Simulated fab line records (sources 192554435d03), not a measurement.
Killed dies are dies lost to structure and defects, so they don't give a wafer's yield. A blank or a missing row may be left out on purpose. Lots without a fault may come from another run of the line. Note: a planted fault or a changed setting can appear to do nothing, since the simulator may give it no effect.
Matching of chambers ; flow n5-finfet ; rie-diel-05 running N5_BEOL_M14_STRIP_37: 4 sister chambers
The step strips in O2. 4 wafers are shown with their chamber, then 9 later ones without.

## EACH WAFER AND ITS CHAMBER
wafer;chamber;drypump-motor-current-A (A)
L081.1;1;5.1
L081.3;0;5.6
L085.5;3;5.7
L085.6;2;6.2

## WAFERS MISSING THEIR CHAMBER
wafer;drypump-motor-current-A (A)
L089.1;5.6
L089.2;6.3
L089.5;5.7
L092.2;5.8
L092.3;5.6
L092.5;5.7
L093.1;5.1
L093.3;5.7
L093.6;5.1

## WHICH CHAMBER EACH WENT THROUGH
wafer;from the rows above;in truth
L089.1;0;0
L089.2;2;2
L089.5;3;3
L092.2;3;3
L092.3;0;0
L092.5;3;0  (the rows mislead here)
L093.1;1;1
L093.3;3;3
L093.6;1;1
Placed correctly: 8 of 9. Not placeable from these rows: 0. Placed wrongly: 1.
How it was worked out, from the rows above alone: a wafer's distance from a chamber is the root of the sum, over the readings, of the square of ((its reading less the chamber's mean) divided by the reading's scatter). If the next closest chamber is less than 2 further off than the closest, the wafer can't be placed; otherwise it belongs to the closest. For every chamber, the mean is computed from those of its wafers that are shown. The scatter: root of mean squared gap, hidden wafer to nearest shown wafer, with one shown wafer a chamber.
